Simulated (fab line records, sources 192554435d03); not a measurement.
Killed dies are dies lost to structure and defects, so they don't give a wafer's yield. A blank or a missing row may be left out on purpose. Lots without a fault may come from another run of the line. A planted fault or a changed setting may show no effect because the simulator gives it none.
Problem report in the 8D (eight disciplines) form, filled by code | flow n5_finfet | the parts of the form that need people (team, actions taken, sign-off) are left out

1. THE PROBLEM
cd_nm at N5_FIN_SAQP_CD_MEAS_16 reads a mean of 37.5 nm on 3 wafers of 3 lots; wafers without a fault read 35.7 nm with a standard deviation of 0.35. That is +5.2 standard deviations from the usual mean.
The step: target cd 35.6 nm.
First seen on wafer L764.5, day 5 03:38, on cd_sem-01. The record holds 29 wafers of 10 lots with a number at this step. Rule for "out", or "out of limits": more than 4 standard deviations from the usual mean. The other wafers with a number count as sound.

2. WHAT IT IS AND WHAT IT IS NOT
question                    | is                     | is not
which readings at this step | cd_nm                  | -
which lots                  | L764, L766, L769       | L753, L754, L756, L760, L761, L770, L773
which wafers of those lots  | L764.5, L766.4, L769.4 | L764.6, L766.3, L766.6, L769.2, L769.6
read on which gauges        | cd_sem-01, cd_sem-02   | cd_sem-03
when                        | from day 5 03:38       | up to then (16 sound wafers); but 10 sound wafers of L766, L769, L770, L773 came after

3. SUSPECTS, AND WHAT RULES EACH OUT
Counting: a tool at a process step up to the reading stays a suspect if it ran every lot that is out. Sound lots after the first of them don't rule it out here, since some wafers of a struck lot are sound.
- the gauge at N5_FIN_SAQP_CD_MEAS_16: ruled out. The wafers that are out were read on 2 gauges (cd_sem-01, cd_sem-02).
- litho_track-05 at N5_FIN_SAQP_PEB_14 (peb time 60 s): kept. It ran every lot that is out, first L764 (day 5 03:33); its last sound lot up to then is L756 (day 3 03:14).
Left after counting: litho_track-05 at N5_FIN_SAQP_PEB_14.

4. THE CAUSE (what the simulator had put in)
Process parameter drift: litho_track-05, from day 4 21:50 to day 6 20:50, at N5_FIN_SAQP_PEB_14. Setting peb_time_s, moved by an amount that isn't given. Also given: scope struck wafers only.
Counting left only this tool.

5. THE CHAIN OF EFFECTS, in route order
Each row: a reading whose mean over the struck wafers that have a number lies more than 3 standard deviations from the usual. Only readings for which the record gives a usual standard deviation are gone through. hours: the time from each lot's start at the first step in this table that gives one to its start at this step, as a median over the lots. sigmas: the change in usual standard deviations.
hours | step                   | reading | usual   | on struck wafers | change | sigmas
0     | N5_FIN_SAQP_CD_MEAS_16 | cd_nm   | 35.7 nm | 37.5             | +1.8   | +5.2
Later measuring or inspecting steps at which every struck wafer that the step has a row for has a number for every such reading, and none has moved that far: N5_BEOL_M4_RC_MEAS_101.

6. WHAT WOULD HAVE CAUGHT IT SOONER
In this record the first reading out of limits at a measuring or inspecting step was taken at day 5 03:38, 6 hours after the fault began at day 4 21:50.
Of the tool readings at N5_FIN_SAQP_PEB_14 for which the record gives a usual standard deviation, none was out on any struck wafer, so an alarm limit of 4 standard deviations on them would not have fired.
Of the lots that are out (3), L766, L769 began N5_FIN_SAQP_PEB_14 on litho_track-05 after day 5 03:38. A hold on the tool at that time would have spared those 2.
